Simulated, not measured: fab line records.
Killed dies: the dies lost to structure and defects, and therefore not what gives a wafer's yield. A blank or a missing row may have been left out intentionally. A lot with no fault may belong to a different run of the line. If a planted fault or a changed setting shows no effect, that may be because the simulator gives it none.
What tool caused it? | flow n5Finfet | 15 lots, 45 wafers sampled, at 4 steps of a route of 1938

## WHAT THE GAUGES SHOWED, per wafer
Not one reading of a measure or inspect step in the record can be checked against a usual standard deviation.

## WHICH TOOL RAN EACH LOT (tool, then ch and the chambers of the sampled wafers, then the start)
lot  | N5_GATE_CUT_CUT_ETCH_54          | N5_GATE_CUT_ETCH_47              | N5_GATE_CUT_ALD_22               | N5_MOL_CONTACT_COAG_EXPOSE_05
L822 | rieMetal-02 ch 0,1, day 4 11:46  | rieMetal-02 ch 0,1, day 4 11:52  | aldSin-03 ch 0,3, day 4 12:13    | euvScanner-01 ch 0, day 4 15:03
L823 | rieMetal-02 ch 0,1, day 4 21:44  | rieMetal-02 ch 0,1, day 4 21:49  | aldSin-04 ch 0,2,3, day 4 22:07  | euvScanner-01 ch 0, day 5 05:31
L824 | rieMetal-01 ch 0, day 5 03:17    | rieMetal-01 ch 0, day 5 03:28    | aldSin-02 ch 0,1,3, day 5 04:46  | euvScanner-01 ch 0, day 5 07:46
L825 | rieMetal-01 ch 0,1, day 5 07:34  | rieMetal-01 ch 0,1, day 5 07:39  | aldSin-04 ch 2,3, day 5 08:20    | euvScanner-02 ch 0, day 5 11:09
L826 | rieMetal-02 ch 0,1, day 5 09:44  | rieMetal-02 ch 0,1, day 5 09:49  | aldSin-03 ch 0,1,3, day 5 10:07  | euvScanner-01 ch 0, day 5 12:56
L827 | rieMetal-02 ch 0,1, day 5 20:19  | rieMetal-02 ch 0,1, day 5 20:24  | aldSin-04 ch 1,2, day 5 21:24    | euvScanner-01, day 6 00:07
L828 | rieMetal-03 ch 0,1, day 5 23:19  | rieMetal-03 ch 0,1, day 5 23:24  | aldSin-02 ch 0,1, day 5 23:41    | euvScanner-01, day 6 02:24
L829 | rieMetal-02 ch 0,1, day 6 07:36  | rieMetal-02 ch 0,1, day 6 07:41  | aldSin-03 ch 0,2,3, day 6 07:59  | euvScanner-01, day 6 10:41
L837 | rieMetal-02 ch 0,1, day 8 09:26  | rieMetal-02 ch 0,1, day 8 09:32  | aldSin-03 ch 0,3, day 8 09:50    | euvScanner-02 ch 0, day 9 19:17
L838 | rieMetal-03 ch 0,1, day 8 10:06  | rieMetal-03 ch 0,1, day 8 10:11  | aldSin-03 ch 0,2, day 8 11:17    | euvScanner-02 ch 0, day 9 19:19
L840 | rieMetal-01 ch 0,1, day 9 22:54  | rieMetal-01 ch 0,1, day 9 22:59  | aldSin-03 ch 2,3, day 9 23:38    | euvScanner-02 ch 0, day 10 02:20
L844 | rieMetal-02 ch 0,1, day 11 11:19 | rieMetal-02 ch 0,1, day 11 11:24 | aldSin-02 ch 0,1,3, day 11 13:31 | euvScanner-01 ch 0, day 11 16:20
L843 | rieMetal-01 ch 0,1, day 11 12:19 | rieMetal-01 ch 0,1, day 11 12:24 | aldSin-03 ch 0,1,2, day 11 13:40 | euvScanner-02 ch 0, day 11 16:30
L842 | rieMetal-01 ch 0,1, day 11 13:47 | rieMetal-01 ch 0,1, day 11 13:52 | aldSin-02 ch 0,1,3, day 11 15:08 | euvScanner-01 ch 0, day 11 17:58
L845 | rieMetal-01 ch 0,1, day 11 14:56 | rieMetal-01 ch 0,1, day 11 15:01 | aldSin-04 ch 1,2, day 11 15:49   | euvScanner-01 ch 0, day 11 18:31
- N5_GATE_CUT_CUT_ETCH_54: etches TiN in Cl2/BCl3, target depth 96.7 nm.
- N5_GATE_CUT_ETCH_47: etches SiO2 in Cl2/BCl3, target depth 10 nm.
- N5_GATE_CUT_ALD_22: deposits SiNx, target thk 16 nm, pulse time 1 s, ald cycles 320.
- N5_MOL_CONTACT_COAG_EXPOSE_05: exposes mask CA, defocus 0 nm.

## AS READ BY THE TOOLS THEMSELVES (means over the sampled wafers that have a number; for cases with no such wafer, the mark the record gives instead)
N5_GATE_CUT_CUT_ETCH_54.
lot  | tool        | drypumpMotorCurrentA (A) | etchRfOnTimeS (s) | oesProductAu (a.u.) | throttleValvePct (%)
L822 | rieMetal-02 | 5.9                      | 36.1              | 0.73                | 22.37
L823 | rieMetal-02 | 5.9                      | 36.8              | 0.72                | 22.38
L824 | rieMetal-01 | 6.8                      | 36.6              | 0.53                | 22.42
L825 | rieMetal-01 | 6.6                      | 36.4              | 0.60                | 22.26
L826 | rieMetal-02 | 5.9                      | 36.1              | 0.73                | 22.37
L827 | rieMetal-02 | 5.8                      | 36.4              | 0.65                | 22.28
L828 | rieMetal-03 | 5.4                      | 36.3              | 0.69                | 21.98
L829 | rieMetal-02 | 5.8                      | 36.9              | 0.65                | 22.28
L837 | rieMetal-02 | 5.7                      | 36.9              | 0.64                | 22.30
L838 | rieMetal-03 | 5.4                      | 36.3              | 0.68                | 22.00
L840 | rieMetal-01 | 6.3                      | 36.1              | 0.76                | 22.00
L844 | rieMetal-02 | 5.9                      | 36.5              | 0.69                | 22.40
L843 | rieMetal-01 | 6.4                      | 36.0              | 0.75                | 22.01
L842 | rieMetal-01 | 6.4                      | 36.3              | 0.75                | 22.02
L845 | rieMetal-01 | 6.5                      | 36.0              | 0.79                | 22.08

N5_GATE_CUT_ETCH_47.
lot  | tool        | drypumpMotorCurrentA (A) | oesProductAu (a.u.) | throttleValvePct (%)
L822 | rieMetal-02 | 5.9                      | 0.82                | 22.90
L823 | rieMetal-02 | 5.9                      | 0.82                | 22.91
L824 | rieMetal-01 | 6.8                      | 0.59                | 22.95
L825 | rieMetal-01 | 6.6                      | 0.66                | 22.79
L826 | rieMetal-02 | 5.9                      | 0.81                | 22.91
L827 | rieMetal-02 | 5.8                      | 0.72                | 22.81
L828 | rieMetal-03 | 5.4                      | 0.75                | 22.54
L829 | rieMetal-02 | 5.7                      | 0.72                | 22.83
L837 | rieMetal-02 | 5.8                      | 0.71                | 22.84
L838 | rieMetal-03 | 5.4                      | 0.74                | 22.54
L840 | rieMetal-01 | 6.4                      | 0.85                | 22.55
L844 | rieMetal-02 | 5.9                      | 0.77                | 22.94
L843 | rieMetal-01 | 6.4                      | 0.83                | 22.56
L842 | rieMetal-01 | 6.3                      | 0.83                | 22.56
L845 | rieMetal-01 | 6.6                      | 0.88                | 22.64

N5_GATE_CUT_ALD_22.
lot  | tool      | chamberPressureTorr (Torr) | heaterPowerW (W) | precursorPulseHeightRel
L822 | aldSin-03 | 1.999                      | 743              | 0.996
L823 | aldSin-04 | 1.998                      | 886              | 0.996
L824 | aldSin-02 | 2.002                      | 818              | 1.002
L825 | aldSin-04 | 1.999                      | 978              | 0.995
L826 | aldSin-03 | 2.003                      | 783              | 0.999
L827 | aldSin-04 | 2.001                      | 933              | 0.992
L828 | aldSin-02 | 2.000                      | 810              | 0.991
L829 | aldSin-03 | 2.000                      | 865              | 0.998
L837 | aldSin-03 | 2.003                      | 773              | 1.010
L838 | aldSin-03 | 1.998                      | 903              | 1.009
L840 | aldSin-03 | 2.001                      | 833              | 0.997
L844 | aldSin-02 | 1.997                      | 817              | 0.978
L843 | aldSin-03 | 2.006                      | 915              | 1.002
L842 | aldSin-02 | 2.001                      | 812              | 0.982
L845 | aldSin-04 | 1.996                      | 902              | 1.000

N5_MOL_CONTACT_COAG_EXPOSE_05.
lot  | tool          | exposureDoseMJCm2 | focusOffsetNm (nm) | reticleTempC (C)
L822 | euvScanner-01 | 38.22             | 0.5                | 23.01
L823 | euvScanner-01 | 38.24             | -0.2               | 23.04
L824 | euvScanner-01 | 38.22             | 0.0                | 22.89
L825 | euvScanner-02 | 38.27             | 0.2                | 22.94
L826 | euvScanner-01 | 38.22             | 0.3                | 23.00
L827 | euvScanner-01 | -                 | -                  | -
L828 | euvScanner-01 | -                 | -                  | -
L829 | euvScanner-01 | -                 | -                  | -
L837 | euvScanner-02 | 38.18             | -0.6               | 23.01
L838 | euvScanner-02 | 38.16             | -0.2               | 23.03
L840 | euvScanner-02 | 38.15             | -0.2               | 23.03
L844 | euvScanner-01 | 38.26             | -0.3               | 22.97
L843 | euvScanner-02 | 38.13             | -0.2               | 22.91
L842 | euvScanner-01 | 38.23             | -0.4               | 22.91
L845 | euvScanner-01 | 38.21             | 0.5                | 23.07

## THE ANSWER, worked out from the rows above alone
Rule: what is usual is taken from the lots themselves. Put in order of their means at a reading, lots are off if they are a third of the lots or fewer, leave a main group of 4 or more, and stand apart from it by a gap of 3 or more times the standard deviation of the main group's means; of several such gaps the widest counts. A main group is skipped when, at the precision printed for the reading in the tables above, its means are all equal. A lot without any number at a reading at which 4 lots or more have one is off too. The other lots that the step has rows for count as sound. Order of review: gauges by route order, followed by the tools' own readings, for which a lot's mean as printed above is used. At the first step where some lot is off, the reading lying furthest off is the one used; lots without a number count as furthest.
Off: L827, L828, L829 (N5_MOL_CONTACT_COAG_EXPOSE_05, exposureDoseMJCm2). Without a number there: L827, L828, L829. The main group has a mean of 38.21 with a standard deviation of 0.042.
A tool fits if, at that step or a process step before it, it ran every lot that is off, and no sound lot after the first of them. Of those tried, none fits.

## WHAT WAS PUT IN BY THE SIMULATOR
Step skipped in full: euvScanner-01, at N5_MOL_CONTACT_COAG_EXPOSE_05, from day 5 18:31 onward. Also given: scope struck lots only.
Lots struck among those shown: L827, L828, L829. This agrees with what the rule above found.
